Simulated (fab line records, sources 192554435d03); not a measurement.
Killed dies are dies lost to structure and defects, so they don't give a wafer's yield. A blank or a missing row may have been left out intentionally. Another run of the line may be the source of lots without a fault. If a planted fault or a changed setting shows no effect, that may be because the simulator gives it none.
fab line records    flow n5_finfet
[record] lots = 5  wafers = 15  last_day = 21
route steps=1938 shown FIN_SAQP@114 BEOL_M4@1111 PASSIVATION@1936
lots that met no fault: taken from a fault-free run of the same line
start_h: the number of hours between the record's first day and the start of the first shown wafer of the lot    wait_h: hours elapsed since this lot's preceding step    " same as the row above    L1.1+2: several wafers, shown together as one row    - no value, or no start was given    * or withheld: withheld    < > ~ a bound
route shown NAME@n: a module of which the file shows steps, and the number in the route of the first    usual: mean and standard deviation over wafers with no fault    same: alike in all rows    chamber/n: place in a boat    sites: the reading at each site    _std_site: standard deviation of those values    _edge_site: the outer-site mean with the inner-site mean subtracted    radius_mm: for every site, how far away it sits from the centre of the wafer    mask NAME#n: copy n    behind: tool/chamber where the wafer was last shaped    hold: cause of the lot's hold/its duration in hours/its outcome    device: names the non-switching transistor (n, p or np)    end of line: at the end of the route, the tests of the same wafers    a step given without rows: its recipe and nothing more    killed: not the wafer's yield, but the dies lost to structure and defects at the first sort    map: dies across one wafer; x = killed, . = not, _ = none there
set.NAME: the setting as run; set.NAME@STEP: as run at that earlier step    model.NAME: the simulator's own value behind a step, which no gauge read
certain route steps with their lots: each step a table, each wafer a row
services: from which hour (start_h, from the record's first day; less than 0 if before it) a tool's chamber was out of use, for how many hours, and why
[[steps]]
[step N5_FIN_SAQP_DESCUM_21]
[recipe] chemistry = O2  time_s = 7.9  source_power_w = 50  bias_power_w = 20  pressure_mtorr = 20  rf_frequency_hz = 2.712e+07  temp_c = 40  resist = CAR-ArF  o2_flow_sccm = 225
[step N5_FIN_SAQP_ETCH_51]
[recipe] chemistry = CF4  target = SiARC  target_depth_a = 455  mask_material = CAR-ArF  time_s = 75.8  ion_energy_ev = 80  pressure_mtorr = 40  source_w = 545  bias_w = 36  Ar_flow_sccm = 100  cf4_flow_sccm = 100  ends = cleared
[step N5_FIN_SAQP_ETCH_52]
[recipe] chemistry = N2/H2  target = SOC  target_depth_a = 1000  overetch_a = 200  mask_material = SiARC  temp_c = 40  time_s = 150  ion_energy_ev = 200  pressure_mtorr = 30  source_w = 840  bias_w = 150  n2_flow_sccm = 200  h2_flow_sccm = 200  ends = end_point
[step N5_FIN_SAQP_STRIP_53]
[recipe] chemistry = N2/H2  temp_c = 40  n2_flow_sccm = 200  h2_flow_sccm = 200  rf_frequency_hz = 6e+07
[step N5_FIN_SAQP_HM_OPEN_73]
[recipe] chemistry = CHF3/O2  target = SiO2  stop_on = a-Si  target_depth_a = 120  over_etch_frac = 1.8  mask_material = SOC  time_s = 16.8  pressure_mtorr = 30  source_w = 650  bias_w = 170  Ar_flow_sccm = 200  CHF3_flow_sccm = 50  O2_flow_sccm = 5  ion_energy_ev = 200  ends = end_point
[step N5_FIN_SAQP_STRIP_74]
[recipe] chemistry = CHF3/O2  resist = SiARC  rf_frequency_hz = 6e+07
[step N5_FIN_SAQP_MANDREL_ETCH_22]
[recipe] target_depth_a = 600  chemistry = HBr/Cl2  target = a-Si  stop_on = SiNx  bt_time_s = 10  over_etch_frac = 0.5  time_s = 30  pressure_mtorr = 10  icp_w = 800  bias_w = 75  HBr_flow_sccm = 150  Cl2_flow_sccm = 80  ends = end_point
[step N5_FIN_SAQP_STRIP_55]
[recipe] chemistry = N2/H2  power_w = 500  temp_c = 40  pressure_mtorr = 50  rf_frequency_hz = 6e+07  overash_fraction = 0.3  bias_power_w = 28  h2_frac = 0.5  n2_flow_sccm = 300  h2_flow_sccm = 300
[step N5_FIN_SAQP_STRIP_23]
[recipe] chemistry = SPM  time_s = 750  temp_c = 130  h2so4_h2o2_vol_ratio = 4
[step N5_FIN_SAQP_SRD_66]
[recipe] dry = ipa_marangoni  time_s = 30  temp_c = 23  rinse_liquid = diw
[step N5_FIN_SAQP_RECESS_75]
[recipe] chemistry = HF/NH3  target = SiO2  target_depth_a = 144  afs_cycles = 3  temp_c = 30  sublimation_temp_c = 180  sublimation_time_s = 60
[step N5_FIN_SAQP_SPACER1_ALD_24]
[recipe] material = SiO2  target_thk_a = 203  temp_c = 300  ald_precursor_family = BDEAS  ald_co_reactant = O2-plasma  pulse_time_s = 1  purge_time_s = 2  co_reactant_purge_time_s = 2  ald_cycles = 218  pressure_torr = 2
[usual] ald_cycles = 218/0  chamber_pressure_Torr = 2.000/0.0039  heater_power_w = 479/48  precursor_pulse_height_rel = 1.001/0.019  pulse_time_s = 1/0
lot.wafer  tool        chamber  start_h  wait_h  ald_cycles  chamber_pressure_Torr  heater_power_w  precursor_pulse_height_rel  pulse_time_s
L384.1     ald_sin-04  0        106.55   0.5     218         1.993                  492             0.995                       1
L384.3     "           3        "        "       218         1.999                  470             1.017                       1
L384.4     "           1        "        "       218         1.999                  537             0.989                       1
L389.1     ald_sin-04  0        137.53   0.7     -           -                      -               -                           -
L389.4     "           0        "        "       -           -                      -               -                           -
L389.5     "           2        "        "       -           -                      -               -                           -
L390.1     ald_sin-03  0        143.75   0.3     -           -                      -               -                           -
L390.5     "           2        "        "       -           -                      -               -                           -
L390.6     "           1        "        "       -           -                      -               -                           -
L391.3     ald_sin-03  0        149.49   0.1     -           -                      -               -                           -
L391.4     "           3        "        "       -           -                      -               -                           -
L391.5     "           2        "        "       -           -                      -               -                           -
L393.1     ald_sin-03  1        161.49   0.4     218         2.004                  508             1.008                       1
L393.2     "           3        "        "       218         2.002                  535             1.021                       1
L393.3     "           2        "        "       218         1.991                  465             0.991                       1
[step N5_FIN_SAQP_SPACER1_ETCHBACK_25]
[recipe] chemistry = CHF3/O2  mode = anisotropic_etchback  target = SiO2  target_depth_a = 244  time_s = 12.2  pressure_mtorr = 30  source_w = 650  bias_w = 170  Ar_flow_sccm = 200  CHF3_flow_sccm = 50  O2_flow_sccm = 5  ion_energy_ev = 200
[step N5_FIN_SAQP_MANDREL1_REMOVE_56]
[recipe] chemistry = HBr/Cl2/O2  bt_time_s = 10  target = a-Si  stop_on = SiNx  endpoint = OES-SiCl  over_etch_frac = 1  icp_w = 600  bias_w = 22  HBr_flow_sccm = 150  Cl2_flow_sccm = 80  O2_flow_sccm = 5  pressure_mtorr = 10
[usual] bias_w = 21.99/0.071  drypump_motor_current_A = 5.8/0.5  mfc_cl2_sccm = 79.99/0.24  oes_o_777_au = 0.94/0.03  oes_product_au = 1.004/0.021  throttle_valve_pct = 36.7/0.32
lot.wafer  tool       chamber  start_h  wait_h  bias_w  drypump_motor_current_A  mfc_cl2_sccm  oes_o_777_au  oes_product_au  rf_hours_counter_h  throttle_valve_pct  model.FIN_SAQP.cd_nm
L384.1     rie_si-06  3        107.35   0.1     21.95   6.3                      80.13         0.93          1.006           190                 36.7                20.4
L384.3     "          1        "        "       21.92   6.2                      79.65         0.91          0.988           115                 37.1                20
L384.4     "          0        "        "       21.88   4.8                      80.12         0.95          1.042           9                   36.8                20.4
L389.1     rie_si-01  2        138.33   0.1     21.94   5.3                      80.24         0.95          1.007           2                   36.7                35.6
L389.4     "          3        "        "       22.04   5.5                      80.28         0.87          0.997           112                 36.1                36.4
L389.5     "          1        "        "       22.05   5.4                      79.62         0.96          0.978           -                   37.0                36.6
L390.1     rie_si-06  3        144.55   0.1     22.05   6.3                      80.35         0.93          1.028           190                 36.7                34.6
L390.5     "          2        "        "       22.09   5.8                      80.22         0.97          0.984           -                   36.7                35.8
L390.6     "          3        "        "       22.06   6.3                      80.32         0.94          1.015           -                   36.7                35.6
L391.3     rie_si-06  2        150.34   0.1     22.06   5.8                      80.15         0.97          0.992           193                 36.7                35.8
L391.4     "          3        "        "       21.89   6.3                      79.57         0.93          1.031           190                 36.7                36
L391.5     "          1        "        "       22.01   6.2                      79.94         0.91          1.006           -                   37.1                35.6
L393.1     rie_si-06  3        162.30   0.1     22.10   6.3                      80.31         0.92          1.008           191                 36.7                20.4
L393.2     "          0        "        "       21.90   4.8                      79.52         0.95          1.042           10                  36.8                20
L393.3     "          1        "        "       21.94   6.2                      79.90         0.92          0.984           116                 37.1                20.2
[step N5_FIN_SAQP_CD_MEAS_27]
[recipe] target_cd_nm = 20  landing_energy_ev = 1000  detector = se_inlens  polarity = line
[usual] cd_nm = 20.33/0.23
lot.wafer  tool       chamber  start_h  wait_h  cd_nm
L384.1     cd_sem-02  0        107.46   0.1     20.36
L384.3     "          0        "        "       20.28
L384.4     "          0        "        "       20.15
L389.1     cd_sem-03  0        138.44   0.1     -
L389.4     "          0        "        "       -
L389.5     "          0        "        "       -
L390.1     cd_sem-02  0        144.66   0.1     -
L390.5     "          0        "        "       -
L390.6     "          0        "        "       -
L391.3     cd_sem-03  0        150.45   0.1     -
L391.4     "          0        "        "       -
L391.5     "          0        "        "       -
L393.1     cd_sem-01  0        162.42   0.1     20.31
L393.2     "          0        "        "       20.00
L393.3     "          0        "        "       20.05
[step N5_FIN_SAQP_ETCH_57]
[recipe] chemistry = CH3F/O2  target = SiNx  mask_material = SiO2  target_depth_a = 325  time_s = 46.4  pressure_mtorr = 30  source_w = 395  bias_w = 73  Ar_flow_sccm = 150  CH3F_flow_sccm = 30  O2_flow_sccm = 20  ion_energy_ev = 120  ends = cleared
[step N5_FIN_SAQP_ETCH_65]
[recipe] chemistry = CF4  target = SiO2  target_depth_a = 40  ion_energy_ev = 350  time_s = 4.4  pressure_mtorr = 10  icp_w = 800  bias_w = 400  cf4_flow_sccm = 80
[step N5_FIN_SAQP_MANDREL_ETCH_58]
[recipe] chemistry = HBr/Cl2  target = a-Si  target_depth_a = 450  bt_time_s = 10  stop_on = SiNx  mask_material = SiO2  over_etch_frac = 0.8  time_s = 27  pressure_mtorr = 10  icp_w = 800  bias_w = 75  HBr_flow_sccm = 150  Cl2_flow_sccm = 80  ends = end_point
[step N5_FIN_SAQP_RECESS_63]
[recipe] chemistry = HF/NH3  target = SiO2  target_depth_a = 180  afs_cycles = 3  temp_c = 30  sublimation_temp_c = 180  sublimation_time_s = 60
[step N5_FIN_SAQP_COAT_68]
[recipe] resist = SOC  temp_c = 250  time_s = 60  spin_rpm = 1500  resist_thk_nm = 100
[step N5_FIN_SAQP_ETCH_69]
[recipe] chemistry = N2/H2  target = SOC  target_depth_a = 1500  stop_on = SiNx  ion_energy_ev = 100  bias_w = 61  pressure_mtorr = 30  source_w = 850  n2_flow_sccm = 200  h2_flow_sccm = 200
[step N5_FIN_SAQP_ETCH_67]
[recipe] chemistry = CH3F/O2  target = SiNx  target_depth_a = 300  mask_material = SOC  pressure_mtorr = 30  source_w = 395  bias_w = 73  Ar_flow_sccm = 150  CH3F_flow_sccm = 30  O2_flow_sccm = 20  ion_energy_ev = 120
[step N5_FIN_SAQP_STRIP_70]
[recipe] chemistry = N2/H2  power_w = 500  temp_c = 40  pressure_mtorr = 50  rf_frequency_hz = 6e+07  overash_fraction = 0.3  bias_power_w = 28  h2_frac = 0.5  n2_flow_sccm = 300  h2_flow_sccm = 300
[step N5_FIN_SAQP_RECESS_71]
[recipe] chemistry = HF/NH3  target = SiO2  target_depth_a = 30  afs_cycles = 1  temp_c = 30  sublimation_temp_c = 180  sublimation_time_s = 60
[step N5_FIN_SAQP_SPACER2_ALD_28]
[recipe] material = SiO2  target_thk_a = 81  temp_c = 300  ald_precursor_family = BDEAS  ald_co_reactant = O2-plasma  pulse_time_s = 1  purge_time_s = 2  co_reactant_purge_time_s = 2  pressure_torr = 2
[step N5_FIN_SAQP_SPACER2_ETCHBACK_29]
[recipe] chemistry = CHF3/O2  mode = anisotropic_etchback  target = SiO2  target_depth_a = 122  time_s = 6.1  pressure_mtorr = 30  source_w = 650  bias_w = 170  Ar_flow_sccm = 200  CHF3_flow_sccm = 50  O2_flow_sccm = 5  ion_energy_ev = 200
[step N5_FIN_SAQP_MANDREL2_REMOVE_60]
[recipe] chemistry = HBr/Cl2/O2  bt_time_s = 10  target = a-Si  stop_on = SiNx  endpoint = OES-SiCl  over_etch_frac = 1  icp_w = 600  bias_w = 22  HBr_flow_sccm = 150  Cl2_flow_sccm = 80  O2_flow_sccm = 5  pressure_mtorr = 10
[usual] bias_w = 22.00/0.068  drypump_motor_current_A = 5.8/0.44  mfc_cl2_sccm = 80.04/0.26  oes_o_777_au = 0.95/0.035  oes_product_au = 1.004/0.019  throttle_valve_pct = 36.7/0.37
lot.wafer  tool       chamber  start_h  wait_h  bias_w  drypump_motor_current_A  mfc_cl2_sccm  oes_o_777_au  oes_product_au  rf_hours_counter_h  throttle_valve_pct  model.FIN_SAQP.cd_nm
L384.1     rie_si-06  2        108.90   0.1     22.15   5.8                      79.73         0.96          0.973           193                 36.7                8
L384.3     "          0        "        "       21.85   4.8                      79.92         0.96          1.039           9                   36.8                8.2
L384.4     "          1        "        "       21.98   6.2                      80.01         0.92          0.993           115                 37.1                8
L389.1     rie_si-01  3        140.92   0.1     22.03   5.5                      80.10         0.88          0.994           112                 36.1                35.2
L389.4     "          0        "        "       21.99   6.2                      79.66         1.04          1.001           9                   37.7                36.6
L389.5     "          0        "        "       21.98   6.3                      79.85         1.05          1.011           -                   37.8                36.6
L390.1     rie_si-03  2        146.12   0.1     21.89   6.5                      79.99         0.93          0.995           31                  36.4                35
L390.5     "          3        "        "       21.97   5.4                      79.82         0.91          0.982           -                   36.2                35.6
L390.6     "          0        "        "       21.97   5.8                      79.85         0.95          1.014           -                   36.8                35.6
L391.3     rie_si-03  1        151.88   0.1     21.95   5.9                      79.90         0.98          1.026           2                   36.7                36.2
L391.4     "          3        "        "       22.05   5.4                      80.10         0.91          0.984           110                 36.2                35.8
L391.5     "          0        "        "       22.03   5.9                      79.61         0.95          1.027           -                   36.8                35.6
L393.1     rie_si-03  3        163.93   0.1     21.97   5.4                      79.97         0.92          0.983           110                 36.2                8
L393.2     "          2        "        "       22.02   6.5                      80.00         0.93          0.994           31                  36.4                8.2
L393.3     "          1        "        "       22.01   5.9                      80.55         0.98          1.019           3                   36.7                8
[step N5_FIN_SAQP_CD_MEAS_31]
[recipe] target_cd_nm = 8  landing_energy_ev = 1000  detector = se_inlens  polarity = line
[usual] cd_nm = 8.17/0.23
lot.wafer  tool       chamber  start_h  wait_h  cd_nm
L384.1     cd_sem-02  0        109.01   0.1     8.28
L384.3     "          0        "        "       8.44
L384.4     "          0        "        "       8.07
L389.1     cd_sem-03  0        141.03   0.1     -
L389.4     "          0        "        "       -
L389.5     "          0        "        "       -
L390.1     cd_sem-01  0        146.23   0.1     -
L390.5     "          0        "        "       -
L390.6     "          0        "        "       -
L391.3     cd_sem-02  0        152.00   0.1     -
L391.4     "          0        "        "       -
L391.5     "          0        "        "       -
L393.1     cd_sem-01  0        164.04   0.1     8.08
L393.2     "          0        "        "       8.62
L393.3     "          0        "        "       8.27
[step N5_BEOL_M4_RC_MEAS_101]
[usual] DIBL_N = 36.1/2.3  DIBL_P = 36/3.2  IOFF_N = 0.16/0.045  IOFF_P = 0.21/0.049  ION_N = 674/14  ION_P = 462/8.4  SS_N = 71.6/0.83  SS_P = 73.2/0.87  VT_N = 249/3.8  VT_P = -250/3.4
lot.wafer  tool       chamber  start_h  wait_h  DIBL_N[mV/V]  DIBL_P[mV/V]  IOFF_N[nA/um]  IOFF_P[nA/um]  ION_N[uA/um]  ION_P[uA/um]  SS_N[mV/dec]  SS_P[mV/dec]  VT_N[mV]  VT_P[mV]
L384.1     prober-02  0        347.66   0.0     37.6          39            0.17           0.29           661           465           71.7          74.3          250       -246
L384.3     "          0        "        "       35.5          33            0.13           0.18           664           458           71.2          72.5          253       -253
L384.4     "          0        "        "       34.3          30            0.10           0.13           633           437           71.1          72.3          259       -259
L393.1     prober-01  0        393.78   0.0     34.9          36            0.14           0.20           675           466           71.4          73.1          251       -250
L393.2     "          0        "        "       38.5          40            0.20           0.25           690           463           72.2          73.7          248       -248
L393.3     "          0        "        "       39.8          41            0.23           0.28           678           463           73.0          74.4          249       -249
[step N5_PASSIVATION_PROBE_49]
[usual] defect_limited_yield = 90.9/1.6  killed_at_M0_to_M3 = 37/11  killed_at_M4_up = 15/5.6  killed_at_contacts = 13/6.4  killed_at_front_end = 39/11  killed_at_other = 4/3.1  killed_dies = 107/19  killed_on_rim = 14/4.3  killed_open = 71/14  killed_short = 34/7.8  sort_bin_5_function = 5.3/1  sort_bin_6_memory = 3.4/0.72  sort_bin_8_speed = 0.0/0.42  sort_n_pass = 1072/20  sort_yield_pct = 90.9/1.7
[same] gross_dies = 1180  killed_at_back_side = 0  sort_bin_4_leakage[%] = 0
lot.wafer  tool       chamber  start_h  wait_h  defect_limited_yield[%]  killed_at_M0_to_M3  killed_at_M4_up  killed_at_contacts  killed_at_front_end  killed_at_other  killed_dies  killed_on_rim  killed_open  killed_short  sort_bin_5_function[%]  sort_bin_6_memory[%]  sort_bin_8_speed[%]  sort_n_pass  sort_yield_pct[%]
L389.1     prober-02  -        494.83   0.0     0                        8                   4                4                   1164                 0                1180         152            16           3             72.2                    3.0                   0                    0            0
L389.4     prober-02  -        494.98   0.2     0                        7                   3                8                   1161                 1                1180         152            17           5             74.3                    2.8                   0                    0            0
L389.5     prober-02  -        495.03   0.2     0                        7                   4                3                   1166                 0                1180         152            13           6             74.5                    2.8                   0                    0            0
L390.1     prober-01  -        496.17   0.0     0                        13                  3                2                   1162                 0                1180         152            18           7             73.6                    2.9                   0                    0            0
L390.5     prober-01  -        496.37   0.2     0                        8                   2                4                   1165                 1                1180         152            15           6             72.8                    3.4                   0                    0            0
L390.6     prober-01  -        496.42   0.3     0                        9                   2                1                   1167                 1                1180         152            10           11            74.3                    3.0                   0                    0            0
L391.3     prober-02  -        496.27   0.1     0                        10                  2                5                   1161                 2                1180         152            19           7             74.1                    3.1                   0                    0            0
L391.4     prober-02  -        496.32   0.2     0                        12                  0                0                   1168                 0                1180         152            13           9             71.6                    3.0                   0                    0            0
L391.5     prober-02  -        496.37   0.2     0                        8                   4                4                   1163                 1                1180         152            9            12            75.8                    2.3                   0                    0            0
// killed by level:class
L389.1 FIN_SAQP:lost_pattern=1156 FIN_SAQP:area_ald=5 MOL_CONTACT_COAG:geometric_particle:open=4 BEOL_M2:geometric_particle:open=3 BEOL_M0_SAQP:geometric_particle:open=2 BEOL_M1:geometric_particle:open=2 BEOL_M4:geometric_particle:open=2 FIN_SAQP:geometric_particle:short=1
L389.4 FIN_SAQP:lost_pattern=1157 MOL_CONTACT_COAG:geometric_particle:open=8 BEOL_M0_SAQP:geometric_particle:short=5 FIN_SAQP:geometric_particle:open=2 BEOL_M4:geometric_particle:open=2 DUMMY_GATE:geometric_particle:open=1 BEOL_M0:geometric_particle:open=1 BEOL_M2:geometric_particle:open=1
L389.5 FIN_SAQP:lost_pattern=1153 FIN_SAQP:area_ald=8 STI_FIN_REVEAL:geometric_particle:open=3 MOL_CONTACT_COAG:geometric_particle:open=2 BEOL_M0_SAQP:geometric_particle:short=2 BEOL_M3:geometric_particle:open=2 BEOL_M4:geometric_particle:open=2 GATE_CUT:geometric_particle:short=1
L390.1 FIN_SAQP:lost_pattern=1151 FIN_SAQP:area_ald=3 BEOL_M0_SAQP:geometric_particle:open=2 STI_FIN_REVEAL:geometric_particle:open=2 DUMMY_GATE:geometric_particle:open=2 BEOL_M1:geometric_particle:open=2 BEOL_M2:geometric_particle:open=2 BEOL_M2:geometric_particle:short=2
L391.3 FIN_SAQP:lost_pattern=1148 MOL_CONTACT_COAG:geometric_particle:open=5 FIN_SAQP:area_ald=5 BEOL_M0_SAQP:geometric_particle:open=4 BEOL_M0_SAQP:geometric_particle:short=3 ILD0:geometric_particle:short=2 BEOL_M1:geometric_particle:open=2 MIM_TOP_ETCH:geometric_particle:open=2
L391.4 FIN_SAQP:lost_pattern=1152 FIN_SAQP:area_ald=6 BEOL_M0_SAQP:geometric_particle:open=5 STI_FIN_REVEAL:geometric_particle:open=3 BEOL_M0_SAQP:geometric_particle:short=3 FIN_SAQP:geometric_particle:short=2 STI_FIN_REVEAL:geometric_particle:short=1 DUMMY_GATE:geometric_particle:open=1
L390.5 FIN_SAQP:lost_pattern=1157 BEOL_M3:geometric_particle:open=3 MOL_CONTACT_COAG:geometric_particle:open=2 MOL_CONTACT_COAG:geometric_particle:short=2 BEOL_M0_SAQP:geometric_particle:open=2 FIN_SAQP:area_ald=2 STI_FIN_REVEAL:geometric_particle:open=1 DUMMY_GATE:geometric_particle:open=1
L391.5 FIN_SAQP:lost_pattern=1151 FIN_SAQP:area_ald=8 BEOL_M0_SAQP:geometric_particle:short=4 MOL_CONTACT_COAG:geometric_particle:short=3 BEOL_M2:geometric_particle:open=2 BEOL_M4:geometric_particle:short=2 FIN_SAQP:geometric_particle:open=1 STI_FIN_REVEAL:geometric_particle:open=1
L390.6 FIN_SAQP:lost_pattern=1154 FIN_SAQP:area_ald=4 STI_FIN_REVEAL:geometric_particle:open=3 GATE_CUT:geometric_particle:short=3 BEOL_M3:geometric_particle:short=3 BEOL_M5:geometric_particle:open=2 BEOL_M0_SAQP:geometric_particle:short=2 FIN_SAQP:geometric_particle:short=1
// map L389.1 (x killed, . not)
_________________xxxxxxxxxxxx________________
______________xxxxxxxxxxxxxxxxxx_____________
___________xxxxxxxxxxxxxxxxxxxxxxxx__________
__________xxxxxxxxxxxxxxxxxxxxxxxxxx_________
________xxxxxxxxxxxxxxxxxxxxxxxxxxxxxx_______
_______xxxxxxxxxxxxxxxxxxxxxxxxxxxxxxxx______
______xxxxxxxxxxxxxxxxxxxxxxxxxxxxxxxxxx_____
_____xxxxxxxxxxxxxxxxxxxxxxxxxxxxxxxxxxxx____
____xxxxxxxxxxxxxxxxxxxxxxxxxxxxxxxxxxxxxx___
___xxxxxxxxxxxxxxxxxxxxxxxxxxxxxxxxxxxxxxxx__
___xxxxxxxxxxxxxxxxxxxxxxxxxxxxxxxxxxxxxxxx__
__xxxxxxxxxxxxxxxxxxxxxxxxxxxxxxxxxxxxxxxxxx_
__xxxxxxxxxxxxxxxxxxxxxxxxxxxxxxxxxxxxxxxxxx_
_xxxxxxxxxxxxxxxxxxxxxxxxxxxxxxxxxxxxxxxxxxxx
_xxxxxxxxxxxxxxxxxxxxxxxxxxxxxxxxxxxxxxxxxxxx
_xxxxxxxxxxxxxxxxxxxxxxxxxxxxxxxxxxxxxxxxxxxx
_xxxxxxxxxxxxxxxxxxxxxxxxxxxxxxxxxxxxxxxxxxxx
_xxxxxxxxxxxxxxxxxxxxxxxxxxxxxxxxxxxxxxxxxxxx
_xxxxxxxxxxxxxxxxxxxxxxxxxxxxxxxxxxxxxxxxxxxx
_xxxxxxxxxxxxxxxxxxxxxxxxxxxxxxxxxxxxxxxxxxxx
_xxxxxxxxxxxxxxxxxxxxxxxxxxxxxxxxxxxxxxxxxxxx
__xxxxxxxxxxxxxxxxxxxxxxxxxxxxxxxxxxxxxxxxxx_
__xxxxxxxxxxxxxxxxxxxxxxxxxxxxxxxxxxxxxxxxxx_
___xxxxxxxxxxxxxxxxxxxxxxxxxxxxxxxxxxxxxxxx__
___xxxxxxxxxxxxxxxxxxxxxxxxxxxxxxxxxxxxxxxx__
____xxxxxxxxxxxxxxxxxxxxxxxxxxxxxxxxxxxxxx___
_____xxxxxxxxxxxxxxxxxxxxxxxxxxxxxxxxxxxx____
______xxxxxxxxxxxxxxxxxxxxxxxxxxxxxxxxxx_____
_______xxxxxxxxxxxxxxxxxxxxxxxxxxxxxxxx______
________xxxxxxxxxxxxxxxxxxxxxxxxxxxxxx_______
__________xxxxxxxxxxxxxxxxxxxxxxxxxx_________
___________xxxxxxxxxxxxxxxxxxxxxxxx__________
______________xxxxxxxxxxxxxxxxxx_____________
_________________xxxxxxxxxxxx________________
// map L390.1 (x killed, . not)
_________________xxxxxxxxxxxx________________
______________xxxxxxxxxxxxxxxxxx_____________
___________xxxxxxxxxxxxxxxxxxxxxxxx__________
__________xxxxxxxxxxxxxxxxxxxxxxxxxx_________
________xxxxxxxxxxxxxxxxxxxxxxxxxxxxxx_______
_______xxxxxxxxxxxxxxxxxxxxxxxxxxxxxxxx______
______xxxxxxxxxxxxxxxxxxxxxxxxxxxxxxxxxx_____
_____xxxxxxxxxxxxxxxxxxxxxxxxxxxxxxxxxxxx____
____xxxxxxxxxxxxxxxxxxxxxxxxxxxxxxxxxxxxxx___
___xxxxxxxxxxxxxxxxxxxxxxxxxxxxxxxxxxxxxxxx__
___xxxxxxxxxxxxxxxxxxxxxxxxxxxxxxxxxxxxxxxx__
__xxxxxxxxxxxxxxxxxxxxxxxxxxxxxxxxxxxxxxxxxx_
__xxxxxxxxxxxxxxxxxxxxxxxxxxxxxxxxxxxxxxxxxx_
_xxxxxxxxxxxxxxxxxxxxxxxxxxxxxxxxxxxxxxxxxxxx
_xxxxxxxxxxxxxxxxxxxxxxxxxxxxxxxxxxxxxxxxxxxx
_xxxxxxxxxxxxxxxxxxxxxxxxxxxxxxxxxxxxxxxxxxxx
_xxxxxxxxxxxxxxxxxxxxxxxxxxxxxxxxxxxxxxxxxxxx
_xxxxxxxxxxxxxxxxxxxxxxxxxxxxxxxxxxxxxxxxxxxx
_xxxxxxxxxxxxxxxxxxxxxxxxxxxxxxxxxxxxxxxxxxxx
_xxxxxxxxxxxxxxxxxxxxxxxxxxxxxxxxxxxxxxxxxxxx
_xxxxxxxxxxxxxxxxxxxxxxxxxxxxxxxxxxxxxxxxxxxx
__xxxxxxxxxxxxxxxxxxxxxxxxxxxxxxxxxxxxxxxxxx_
__xxxxxxxxxxxxxxxxxxxxxxxxxxxxxxxxxxxxxxxxxx_
___xxxxxxxxxxxxxxxxxxxxxxxxxxxxxxxxxxxxxxxx__
___xxxxxxxxxxxxxxxxxxxxxxxxxxxxxxxxxxxxxxxx__
____xxxxxxxxxxxxxxxxxxxxxxxxxxxxxxxxxxxxxx___
_____xxxxxxxxxxxxxxxxxxxxxxxxxxxxxxxxxxxx____
______xxxxxxxxxxxxxxxxxxxxxxxxxxxxxxxxxx_____
_______xxxxxxxxxxxxxxxxxxxxxxxxxxxxxxxx______
________xxxxxxxxxxxxxxxxxxxxxxxxxxxxxx_______
__________xxxxxxxxxxxxxxxxxxxxxxxxxx_________
___________xxxxxxxxxxxxxxxxxxxxxxxx__________
______________xxxxxxxxxxxxxxxxxx_____________
_________________xxxxxxxxxxxx________________
[[services]]
tool        chamber  start_h  hours  kind
ald_sin-03  0        102.01   11.3   repair
rie_si-03   2        108.52   10.7   repair
rie_si-03   1        112.46   5.5    repair
ald_sin-04  3        122.15   16.0   repair
rie_si-01   2        147.40   13.5   repair
rie_si-03   0        147.93   2.0    repair
rie_si-03   3        156.43   7.0    repair
ald_sin-03  0        159.56   17.0   repair
rie_si-06   2        161.07   -      clean
rie_si-06   2        161.07   18.9   scheduled_down
rie_si-06   2        161.07   18.9   vent_cycle
[[key]]
[first_sign] step = N5_FIN_SAQP_SPACER1_ALD_24  reading = tool_record  direction = missing
[effect] step = N5_FIN_SAQP_CD_MEAS_27  reading = cd_nm  direction = missing
[effect] step = N5_FIN_SAQP_CD_MEAS_31  reading = cd_nm  direction = missing
[effect] step = N5_PASSIVATION_PROBE_49  reading = killed_at_front_end  direction = up  sigmas = 99+  usual = 39  struck = 1164
[model_effect] step = N5_FIN_SAQP_MANDREL1_REMOVE_56  value = FIN_SAQP.cd_nm  without = 20.29  struck = 35.78
[model_effect] step = N5_FIN_SAQP_MANDREL2_REMOVE_60  value = FIN_SAQP.cd_nm  without = 8.2  struck = 35.8
met_at N5_FIN_SAQP_SPACER1_ALD_24
struck_wafers L389.1,L389.4,L389.5,L390.1,L390.5,L390.6,L391.3,L391.4,L391.5
later_rows_left_out L389.1,L389.4,L389.5,L390.1,L390.5,L390.6,L391.3,L391.4,L391.5
onset_between 106.55 137.53
[fault] kind = skipped_step_whole  tool = ald_sin-03,ald_sin-04  chamber = -  onset_h = 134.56  steps = N5_FIN_SAQP_SPACER1_ALD_24  scope = struck_lots_only
// later_rows_left_out: the simulator's readings of these wafers behind a module that went badly wrong aren't trusted and aren't shown, but for the sort
